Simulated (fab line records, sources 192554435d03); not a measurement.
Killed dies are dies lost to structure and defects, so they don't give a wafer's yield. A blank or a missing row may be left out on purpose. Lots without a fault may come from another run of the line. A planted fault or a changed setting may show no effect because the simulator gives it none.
fab line records | flow n5_finfet
record lots=7 wafers=21
route steps=1938 shown WELL_APT@36 PMOS_HMC_CHANNEL_EPI@58 DUMMY_GATE@224 SD_EPI_P@321 SD_ACTIVATION@330 HKMG_FIN@406
start_h: hours from the record's first day to the start of the lot's first wafer shown | wait_h: hours since the lot's step before | " the same as in the row above | L1.1+2: a row that stands for several wafers | - no value, or no start given | * or withheld: withheld | < > ~ a bound
route shown NAME@n: a module of which the file shows steps, and the number in the route of the first | usual: mean/standard deviation of fault-free wafers | same: alike in all rows | chamber/n: place in a boat | sites: the reading at each site | _std_site: their standard deviation | _edge_site: outer sites' mean less inner sites' | radius_mm: how far each site lies from the wafer's centre | mask NAME#n: copy n | behind: the tool/chamber that last shaped the wafer | hold: why the lot was held/for how many hours/how that ended | device: the transistor (n, p or np) that didn't switch | end of line: the same wafers' tests at the end of the route | a step without rows: its recipe alone | killed: dies lost to structure and defects at the first sort, not the wafer's yield | map: a wafer's dies, x killed, . not, _ none there
set.NAME: the setting as run; set.NAME@STEP: as run at that earlier step | model.NAME: the simulator's own value behind a step, which no gauge read
lots whose settings were changed on purpose; a table a step, a row a wafer
## steps
# step N5_WELL_APT_COAT_19
# recipe spin_rpm=1357 resist_thk_nm=950
# columns lot.wafer tool chamber start_h wait_h set.spin_rpm model.coat_of_WELL_APT_COAT_19.thk_nm
L081.1 litho_track-01 0 - - 1453 916.9
L081.3 " 0 " " 1357 948.1
L081.6 " 0 " " 1453 916.3
L086.2 litho_track-05 0 - - 1357 954.1
L086.5 " 0 " " 1357 952
L086.6 " 0 " " 1357 951.5
L087.3 litho_track-01 0 - - 1357 951.5
L087.4+5 " 0 " " 1226 1001
L093.1 litho_track-01 0 - - 1357 955
L093.3 " 0 " " 1225 1003
L093.4 " 0 " " 1225 1002
L094.2 litho_track-04 0 - - 1422 933.2
L094.3 " 0 " " 1357 957.1
L094.4 " 0 " " 1422 932.7
L095.1 litho_track-01 0 - - 1229 997.2
L095.3 " 0 " " 1357 949.5
L095.4 " 0 " " 1357 948.2
L097.1 litho_track-01 0 - - 1357 949
L097.2 " 0 " " 1357 948.7
L097.4 " 0 " " 1426 925.4
# step N5_WELL_APT_EXPOSE_22
# recipe mask_id=PWELL na=0.8 source_shape=conventional sigma_outer=0.8 polarization=unpolarized defocus_nm=0 target_cd_nm=200 dose_mj=23.2
# columns lot.wafer tool chamber start_h wait_h mask set.dose_mj
L081.1+3 krf_scanner-02 0 56.90 - PWELL#0 22.71
L081.6 " 0 " " PWELL#0 23.2
L086.2+5+6 krf_scanner-02 0 86.81 - PWELL#0 23.2
L087.3+5 krf_scanner-02 0 92.75 - PWELL#0 23.2
L087.4 " 0 " " PWELL#0 22.76
L093.1+4 krf_scanner-02 0 129.45 - PWELL#0 23.2
L093.3 " 0 " " PWELL#0 21.66
L094.2 krf_scanner-01 0 136.52 - PWELL#0 23.2
L094.3+4 " 0 " " PWELL#0 24.91
L095.1+3 krf_scanner-01 0 140.85 - PWELL#0 22.41
L095.4 " 0 " " PWELL#0 23.2
L097.1 krf_scanner-01 0 152.75 - PWELL#0 23.2
L097.2+4 " 0 " " PWELL#0 22.26
# step N5_WELL_APT_PEB_23
# recipe peb_temp_c=130 peb_time_s=90
# step N5_WELL_APT_DEVELOP_24
# recipe develop_time_s=45 rinse_liquid=surfactant_rinse dry=air_spin dev_temp_c=21
# step N5_WELL_APT_HARDBAKE_29
# recipe temp_c=130 time_s=120
# step N5_WELL_APT_CD_MEAS_25
# recipe target_cd_nm=200 landing_energy_ev=500 detector=se_inlens
# usual cd_nm=198.0/2.5
# columns lot.wafer tool chamber start_h wait_h set.dose_mj@WELL_APT_EXPOSE_22 cd_nm
L081.1 cd_sem-02 0 57.07 - 22.71 192.4
L081.3 " 0 " " 22.71 192.9
L081.6 " 0 " " 23.2 195.4
L086.2 cd_sem-02 0 86.98 - 23.2 201.2
L086.5 " 0 " " 23.2 202.4
L086.6 " 0 " " 23.2 199.2
L087.3 cd_sem-03 0 92.92 - 23.2 198.5
L087.4 " 0 " " 22.76 193.1
L087.5 " 0 " " 23.2 194.5
L093.1 cd_sem-02 0 129.62 - 23.2 197.5
L093.3 " 0 " " 21.66 182.6
L093.4 " 0 " " 23.2 194.1
L094.2 cd_sem-01 0 136.69 - 23.2 201.9
L094.3 " 0 " " 24.91 214.5
L094.4 " 0 " " 24.91 209.9
L095.1 cd_sem-01 0 141.02 - 22.41 191.8
L095.3 " 0 " " 22.41 191.9
L095.4 " 0 " " 23.2 198.8
L097.1 cd_sem-02 0 152.92 - 23.2 197.0
L097.2 " 0 " " 22.26 184.0
L097.4 " 0 " " 22.26 188.4
# step N5_WELL_APT_DESCUM_30
# recipe chemistry=O2 time_s=7.9 source_power_w=50 bias_power_w=20 pressure_mtorr=20 rf_frequency_hz=2.712e+07 temp_c=40 o2_flow_sccm=225
# columns lot.wafer tool chamber start_h wait_h set.spin_rpm@WELL_APT_COAT_19 set.dose_mj@WELL_APT_EXPOSE_22 model.coat_of_WELL_APT_COAT_19.thk_nm model.WELL_APT.cd_nm
L081.1 rie_diel-01 2 57.58 0.4 1453 22.71 898.8 192.4
L081.3 " 0 " " 1357 22.71 930 192.8
L081.6 " 1 " " 1453 23.2 898.1 195.8
L086.2 rie_diel-01 2 87.17 0.1 1357 23.2 936 201.1
L086.5 " 2 " " 1357 23.2 933.8 202.5
L086.6 " 3 " " 1357 23.2 933.4 199.3
L087.3 rie_diel-05 1 93.17 0.2 1357 23.2 933.4 198.3
L087.4 " 0 " " 1226 22.76 982.9 193.2
L087.5 " 2 " " 1226 23.2 982.8 194.2
L093.1 rie_diel-01 2 129.71 0.0 1357 23.2 936.8 197.8
L093.3 " 1 " " 1225 21.66 985 182.8
L093.4 " 3 " " 1225 23.2 984.3 194.7
L094.2 rie_diel-01 1 136.77 0.0 1422 23.2 915 201.9
L094.3 " 0 " " 1357 24.91 939 214.7
L094.4 " 2 " " 1422 24.91 914.6 210.2
L095.1 rie_diel-05 3 141.11 0.0 1229 22.41 979.1 191.9
L095.3 " 0 " " 1357 22.41 931.4 192.1
L095.4 " 1 " " 1357 23.2 930.1 199.1
L097.1 rie_diel-01 2 153.10 0.1 1357 23.2 930.9 197
L097.2 " 1 " " 1357 22.26 930.6 184
L097.4 " 1 " " 1426 22.26 907.2 188.6
# step N5_PMOS_HMC_CHANNEL_EPI_COAT_31
# recipe resist=BARC temp_c=205 time_s=60 spin_rpm=1500 resist_thk_nm=66
# columns lot.wafer tool chamber start_h wait_h set.spin_rpm model.BARC_of_PMOS_HMC_CHANNEL_EPI_COAT_31.thk_nm
L081.1 litho_track-03 0 59.52 0.0 1500 66.39
L081.3 " 0 " " 1500 66.54
L081.6 " 0 " " 1500 66.4
L086.2 litho_track-04 0 89.22 0.0 1500 65.97
L086.5 " 0 " " 1500 66.06
L086.6 " 0 " " 1500 65.79
L087.3 litho_track-02 0 94.91 0.0 1500 65.93
L087.4 " 0 " " 1500 65.73
L087.5 " 0 " " 1500 65.92
L093.1 litho_track-04 0 131.45 0.0 1358 69.47
L093.3 " 0 " " 1358 69.28
L093.4 " 0 " " 1500 66.07
L094.2 litho_track-03 0 139.01 0.0 1398 68.36
L094.3 " 0 " " 1398 68.34
L094.4 " 0 " " 1500 66.34
L095.1 litho_track-02 0 143.30 0.0 1500 65.86
L095.3 " 0 " " 1450 66.91
L095.4 " 0 " " 1500 65.66
L097.1 litho_track-04 0 155.65 0.0 1500 65.95
L097.2 " 0 " " 1390 68.4
L097.4 " 0 " " 1500 66.03
# step N5_PMOS_HMC_CHANNEL_EPI_EXPOSE_06
# recipe mask_id=PMOS_HMC_BLK na=1.35 source_shape=conventional sigma_outer=0.8 polarization=unpolarized target_cd_nm=240 dose_mj=41
# columns lot.wafer tool chamber start_h wait_h mask set.dose_mj
L081.1+3+6 arfi_scanner-01 0 59.62 - PMOS_HMC_BLK#0 41
L086.2+5+6 arfi_scanner-03 0 89.45 - PMOS_HMC_BLK#0 41
L087.3+4+5 arfi_scanner-01 0 95.14 - PMOS_HMC_BLK#0 41
L093.1+3+4 arfi_scanner-03 0 131.67 - PMOS_HMC_BLK#0 41
L094.2 arfi_scanner-03 0 139.11 - PMOS_HMC_BLK#0 41
L094.3+4 " 0 " " PMOS_HMC_BLK#0 39.12
L095.1+3+4 arfi_scanner-01 0 143.53 - PMOS_HMC_BLK#0 41
L097.1+2+4 arfi_scanner-03 0 155.87 - PMOS_HMC_BLK#0 41
# step N5_PMOS_HMC_CHANNEL_EPI_PEB_07
# recipe peb_temp_c=110 peb_time_s=60 resist=CAR-ArF-block
# step N5_PMOS_HMC_CHANNEL_EPI_DEVELOP_08
# recipe develop_time_s=30 developer=TMAH resist=CAR-ArF-block dev_temp_c=23 rinse_liquid=diw dry=air_spin
# step N5_PMOS_HMC_CHANNEL_EPI_DESCUM_14
# recipe chemistry=O2 time_s=7.9 source_power_w=50 bias_power_w=20 pressure_mtorr=20 rf_frequency_hz=2.712e+07 temp_c=40 resist=CAR-ArF-block o2_flow_sccm=225
# step N5_PMOS_HMC_CHANNEL_EPI_ETCH_32
# recipe chemistry=N2/H2 target=BARC stop_on=SiO2 target_depth_a=858 over_etch_frac=0.3 time_s=50.3 ion_energy_ev=200 mask_material=CAR-ArF-block pressure_mtorr=30 source_w=840 bias_w=150 n2_flow_sccm=200 h2_flow_sccm=200
# columns lot.wafer tool chamber start_h wait_h set.spin_rpm@PMOS_HMC_CHANNEL_EPI_COAT_31 model.etch.depth_nm
L081.1 rie_diel-04 1 59.87 0.0 1500 66.39
L081.3 " 2 " " 1500 66.54
L081.6 " 0 " " 1500 66.4
L086.2 rie_diel-04 0 89.70 0.0 1500 65.97
L086.5 " 0 " " 1500 66.06
L086.6 " 3 " " 1500 65.79
L087.3 rie_diel-02 0 95.38 0.0 1500 65.93
L087.4 " 1 " " 1500 65.73
L087.5 " 0 " " 1500 65.92
L093.1 rie_diel-02 1 131.94 0.0 1358 69.47
L093.3 " 0 " " 1358 69.28
L093.4 " 1 " " 1500 66.07
L094.2 rie_diel-02 2 139.35 0.0 1398 68.36
L094.3 " 3 " " 1398 68.34
L094.4 " 0 " " 1500 66.34
L095.1 rie_diel-06 1 144.10 0.0 1500 65.86
L095.3 " 0 " " 1450 66.91
L095.4 " 2 " " 1500 65.66
L097.1 rie_diel-04 0 156.12 0.0 1500 65.95
L097.2 " 3 " " 1390 68.4
L097.4 " 1 " " 1500 66.03
# step N5_DUMMY_GATE_COAT_28
# recipe resist=underlayer temp_c=205 time_s=60 spin_rpm=1500 resist_thk_nm=10
# columns lot.wafer tool chamber start_h wait_h set.spin_rpm model.underlayer_of_DUMMY_GATE_COAT_28.thk_nm
L081.1 litho_track-02 0 - - 1500 10
L081.3+6 " 0 " " 1375 10.4
L086.2+5+6 litho_track-01 0 - - 1500 10
L087.3 litho_track-03 0 - - 1388 10.4
L087.4+5 " 0 " " 1500 10
L093.1+3 litho_track-03 0 - - 1581 9.8
L093.4 " 0 " " 1500 10
L094.2+4 litho_track-01 0 - - 1500 10
L094.3 " 0 " " 1612 9.8
L095.1 litho_track-01 0 - - 1500 10
L095.3+4 " 0 " " 1368 10.6
L097.1 litho_track-03 0 - - 1500 10
L097.2+4 " 0 " " 1422 10.2
# step N5_DUMMY_GATE_EXPOSE_12
# recipe mask_id=GATE na=0.33 source_shape=annular sigma_inner=0.2 sigma_outer=0.6 polarization=unpolarized target_cd_nm=25 dose_mj=34
# columns lot.wafer tool chamber start_h wait_h mask set.dose_mj
L081.1+3+6 euv_scanner-01 0 87.77 - GATE#0 34
L086.2+5+6 euv_scanner-02 0 120.02 - GATE#0 34
L087.3+4+5 euv_scanner-01 0 124.51 - GATE#0 34
L093.1+3 euv_scanner-01 0 162.50 - GATE#0 34
L093.4 " 0 " " GATE#0 35.99
L094.2+3 euv_scanner-01 0 168.23 - GATE#0 31.57
L094.4 " 0 " " GATE#0 34
L095.1 euv_scanner-01 0 176.16 - GATE#0 34
L095.3+4 " 0 " " GATE#0 36.03
L097.1+2 euv_scanner-02 0 185.69 - GATE#0 35.87
L097.4 " 0 " " GATE#0 34
# step N5_DUMMY_GATE_PEB_13
# recipe peb_temp_c=100 peb_time_s=60 resist=CAR-EUV
# step N5_DUMMY_GATE_DEVELOP_14
# recipe develop_time_s=30 developer=TMAH resist=CAR-EUV rinse_liquid=surfactant_rinse dry=air_spin dev_temp_c=23
# step N5_DUMMY_GATE_CD_MEAS_15
# recipe target_cd_nm=25.8 landing_energy_ev=500 detector=se_inlens
# usual cd_nm=25.10/0.24
# columns lot.wafer tool chamber start_h wait_h set.dose_mj@DUMMY_GATE_EXPOSE_12 cd_nm
L081.1 cd_sem-02 0 87.89 - 34 25.20
L081.3 " 0 " " 34 25.38
L081.6 " 0 " " 34 25.24
L086.2 cd_sem-01 0 120.15 - 34 25.40
L086.5 " 0 " " 34 25.06
L086.6 " 0 " " 34 25.31
L087.3 cd_sem-01 0 124.63 - 34 24.99
L087.4 " 0 " " 34 25.13
L087.5 " 0 " " 34 24.98
L093.1 cd_sem-03 0 162.62 - 34 25.13
L093.3 " 0 " " 34 24.98
L093.4 " 0 " " 35.99 23.91
L094.2 cd_sem-03 0 168.36 - 31.57 26.32
L094.3 " 0 " " 31.57 26.16
L094.4 " 0 " " 34 24.87
L095.1 cd_sem-01 0 176.29 - 34 24.86
L095.3 " 0 " " 36.03 23.60
L095.4 " 0 " " 36.03 24.58
L097.1 cd_sem-03 0 185.82 - 35.87 23.83
L097.2 " 0 " " 35.87 24.35
L097.4 " 0 " " 34 24.84
# step N5_DUMMY_GATE_ETCH_37
# recipe chemistry=N2/H2 target=SOC target_depth_a=600 overetch_a=300 temp_c=40 ion_energy_ev=200 pressure_mtorr=30 source_w=840 bias_w=150 n2_flow_sccm=200 h2_flow_sccm=200
# usual rf_vpp_V=524.5/2.4
# columns lot.wafer tool chamber start_h wait_h set.source_w rf_vpp_V
L081.1 rie_diel-04 2 88.17 0.0 777.1 534.7
L081.3 " 1 " " 777.1 536.9
L081.6 " 0 " " 777.1 536.5
L086.2 rie_diel-02 1 120.63 0.0 840 524.4
L086.5 " 3 " " 840 527.4
L086.6 " 0 " " 840 524.4
L087.3 rie_diel-06 0 124.90 0.0 840 526.8
L087.4 " 2 " " 840 523.9
L087.5 " 3 " " 730.4 553.6
L093.1 rie_diel-02 0 162.90 0.0 720.4 549.4
L093.3 " 2 " " 720.4 551.2
L093.4 " 3 " " 720.4 555.8
L094.2 rie_diel-06 2 168.63 0.0 768.9 539.7
L094.3 " 0 " " 840 525.8
L094.4 " 1 " " 840 521.0
L095.1 rie_diel-06 1 176.56 0.0 840 520.7
L095.3 " 2 " " 840 524.9
L095.4 " 2 " " 840 523.8
L097.1 rie_diel-04 2 186.09 0.0 840 521.4
L097.2 " 3 " " 840 526.1
L097.4 " 0 " " 840 522.6
# step N5_SD_EPI_P_EPI_21
# recipe material=SiGe:B dopant=B temp_c=550 pressure_torr=20 ambient=H2 time_s=355
# columns lot.wafer tool chamber start_h wait_h set.epi_growth_time_s model.SiGe-B_of_SD_EPI_P_EPI_21.thk_nm
L081.1 epi_rpcvd-01 0 98.11 0.2 355 61.2
L081.3 " 0 " " 355 60.8
L081.6 " 0 100.51 2.4 343 59.8
L086.2 epi_rpcvd-01 0 131.48 0.6 355 60.8
L086.5 " 0 132.92 2.0 355 61.6
L086.6 " 0 " " 355 61
L087.3 epi_rpcvd-02 0 137.38 0.8 355 61.4
L087.4 " 0 " " 355 61.8
L087.5 " 0 " " 355 61
L093.1 epi_rpcvd-03 0 172.39 0.1 355 61.8
L093.3 " 0 " " 384.1 64.6
L093.4 " 0 " " 384.1 65.6
L094.2 epi_rpcvd-02 0 176.83 0.5 355 60.8
L094.3 " 0 " " 384.3 64.6
L094.4 " 0 " " 355 61.2
L095.1 epi_rpcvd-01 0 184.86 0.1 355 61.8
L095.3 " 0 " " 355 62
L095.4 " 0 " " 355 61.6
L097.1 epi_rpcvd-01 0 197.77 0.3 355 60
L097.2 " 0 " " 355 61.2
L097.4 " 0 199.69 2.0 325.4 58.6
# step N5_SD_EPI_P_HM_STRIP_48
# recipe chemistry=H3PO4 temp_c=160 material=SiNx target=SiNx target_depth_a=30 overetch_fraction=0.3
# columns lot.wafer tool chamber start_h wait_h set.epi_growth_time_s@SD_EPI_P_EPI_21 model.SiGe-B_of_SD_EPI_P_EPI_21.thk_nm
L081.1 wet_bench-04 4 101.06 0.0 355 60.8
L081.3 " 0 " " 355 60.6
L081.6 " 6 " " 343 59.6
L086.2 wet_bench-03 5 133.95 0.0 355 60.6
L086.5 " 2 " " 355 61.2
L086.6 " 4 " " 355 60.8
L087.3 wet_bench-04 5 138.90 0.0 355 61.2
L087.4 " 0 " " 355 61.4
L087.5 " 1 " " 355 60.8
L093.1 wet_bench-03 1 174.63 0.0 355 61.4
L093.3 " 6 " " 384.1 64.4
L093.4 " 4 " " 384.1 65.4
L094.2 wet_bench-04 3 178.71 0.0 355 60.4
L094.3 " 7 " " 384.3 64.4
L094.4 " 1 " " 355 60.8
L095.1+4 wet_bench-04 6,3 187.09 0.0 355 61.4
L095.3 " 5 " " 355 61.8
L097.1 wet_bench-04 6 201.68 0.0 355 59.8
L097.2 " 0 " " 355 60.8
L097.4 " 7 " " 325.4 58.2
# step N5_SD_EPI_P_SRD_49
# recipe dry=ipa_marangoni time_s=30 temp_c=23 rinse_liquid=diw
# step N5_SD_EPI_P_PRECLEAN_24
# recipe chemistry=O3/DIW time_s=45 temp_c=22 o3_ppm=10
# step N5_SD_ACTIVATION_RTA_00
# recipe temp_c=975 time_s=0 ambient=N2 idle_temp_c=600 ramp_up_c_per_s=150 ramp_down_c_per_s=60 cool_to_c=600
# step N5_SD_ACTIVATION_LSA_01
# recipe temp_c=1080 time_s=0.0008 ambient=N2
# step N5_SD_ACTIVATION_RS_MEAS_03
# recipe thk_meas_gauge=four-point-probe
# usual RS_SD_N=21.89/0.28 RS_SD_P=56.2/0.9
# columns lot.wafer tool chamber start_h wait_h set.epi_growth_time_s@SD_EPI_P_EPI_21 RS_SD_N[ohm/sq] RS_SD_P[ohm/sq]
L081.1 film_metro-01 - 101.65 0.2 355 22.03 56.4
L081.3 " - " " 355 21.90 56.4
L081.6 " - " " 343 22.25 57.4
L086.2 film_metro-02 - 134.54 0.2 355 21.56 56.0
L086.5 " - " " 355 21.88 54.9
L086.6 " - " " 355 21.88 55.9
L087.3 film_metro-02 - 139.62 0.2 355 21.68 56.1
L087.4 " - " " 355 21.51 55.4
L087.5 " - " " 355 21.74 56.5
L093.1 film_metro-01 - 175.20 0.2 355 22.36 55.4
L093.3 " - " " 384.1 22.30 52.7
L093.4 " - " " 384.1 22.42 52.6
L094.2 film_metro-01 - 179.30 0.2 355 21.52 55.8
L094.3 " - " " 384.3 21.95 52.8
L094.4 " - " " 355 21.68 54.9
L095.1 film_metro-01 - 187.66 0.2 355 22.21 55.6
L095.3 " - " " 355 21.89 56.1
L095.4 " - " " 355 21.82 56.5
L097.1 film_metro-02 - 202.25 0.2 355 21.69 56.8
L097.2 " - " " 355 21.87 55.3
L097.4 " - " " 325.4 22.03 58.0
# step N5_HKMG_FIN_ETCH_58
# recipe chemistry=N2/H2 target=SOC target_depth_a=2158 ion_energy_ev=50 bias_w=13 time_s=741 pressure_mtorr=30 source_w=875 n2_flow_sccm=200 h2_flow_sccm=200
# usual rf_vpp_V=99.1/0.98
# columns lot.wafer tool chamber start_h wait_h set.source_w rf_vpp_V
L081.1 rie_diel-01 3 114.55 0.0 875 99.3
L081.3 " 0 " " 938.2 98.0
L081.6 " 0 " " 875 99.1
L086.2 rie_diel-01 2 148.32 0.0 875 96.1
L086.5 " 1 " " 875 98.4
L086.6 " 2 " " 875 97.9
L087.3 rie_diel-03 0 153.94 0.0 814 102.0
L087.4 " 1 " " 814 100.1
L087.5 " 3 " " 875 98.9
L093.1 rie_diel-03 0 188.25 0.0 875 99.0
L093.3 " 2 " " 729.4 106.7
L093.4 " 1 " " 729.4 108.0
L094.2 rie_diel-05 3 195.75 0.0 875 98.0
L094.3 " 1 " " 875 98.9
L094.4 " 2 " " 875 99.1
L095.1 rie_diel-03 0 201.14 0.0 922.7 97.4
L095.3 " 2 " " 875 101.2
L095.4 " 3 " " 922.7 98.9
L097.1 rie_diel-05 3 215.32 0.0 915.7 96.2
L097.2 " 0 " " 915.7 97.7
L097.4 " 2 " " 915.7 97.4
## key
split step=N5_WELL_APT_COAT_19 setting=spin_rpm stated=1357 by=wafer
response step=N5_WELL_APT_COAT_19 reading=model.coat_of_WELL_APT_COAT_19.thk_nm change=-4.94 per=1% r=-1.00
response step=N5_WELL_APT_DESCUM_30 reading=model.coat_of_WELL_APT_COAT_19.thk_nm change=-4.95 per=1% r=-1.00
split step=N5_WELL_APT_EXPOSE_22 setting=dose_mj stated=23.2 by=wafer
response step=N5_WELL_APT_CD_MEAS_25 reading=cd_nm change=+1.81 per=1% r=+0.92
response step=N5_WELL_APT_DESCUM_30 reading=model.WELL_APT.cd_nm change=+1.84 per=1% r=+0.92
split step=N5_PMOS_HMC_CHANNEL_EPI_COAT_31 setting=spin_rpm stated=1500 by=wafer
response step=N5_PMOS_HMC_CHANNEL_EPI_COAT_31 reading=model.BARC_of_PMOS_HMC_CHANNEL_EPI_COAT_31.thk_nm change=-0.331 per=1% r=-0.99
response step=N5_PMOS_HMC_CHANNEL_EPI_ETCH_32 reading=model.etch.depth_nm change=-0.331 per=1% r=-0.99
split step=N5_PMOS_HMC_CHANNEL_EPI_EXPOSE_06 setting=dose_mj stated=41 by=wafer
response none clear
split step=N5_DUMMY_GATE_COAT_28 setting=spin_rpm stated=1500 by=wafer
response step=N5_DUMMY_GATE_COAT_28 reading=model.underlayer_of_DUMMY_GATE_COAT_28.thk_nm change=-0.0484 per=1% r=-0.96
split step=N5_DUMMY_GATE_EXPOSE_12 setting=dose_mj stated=34 by=wafer
response step=N5_DUMMY_GATE_CD_MEAS_15 reading=cd_nm change=-0.166 per=1% r=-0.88
split step=N5_DUMMY_GATE_ETCH_37 setting=source_w stated=840 by=wafer
response step=N5_DUMMY_GATE_ETCH_37 reading=rf_vpp_V change=-2.09 per=1% r=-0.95
split step=N5_SD_EPI_P_EPI_21 setting=epi_growth_time_s stated=355 by=wafer
response step=N5_SD_EPI_P_EPI_21 reading=model.SiGe-B_of_SD_EPI_P_EPI_21.thk_nm change=+0.358 per=1% r=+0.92
response step=N5_SD_EPI_P_HM_STRIP_48 reading=model.SiGe-B_of_SD_EPI_P_EPI_21.thk_nm change=+0.376 per=1% r=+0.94
response step=N5_SD_ACTIVATION_RS_MEAS_03 reading=RS_SD_P change=-0.292 per=1% r=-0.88
split step=N5_HKMG_FIN_ETCH_58 setting=source_w stated=875 by=wafer
response step=N5_HKMG_FIN_ETCH_58 reading=rf_vpp_V change=-0.439 per=1% r=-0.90
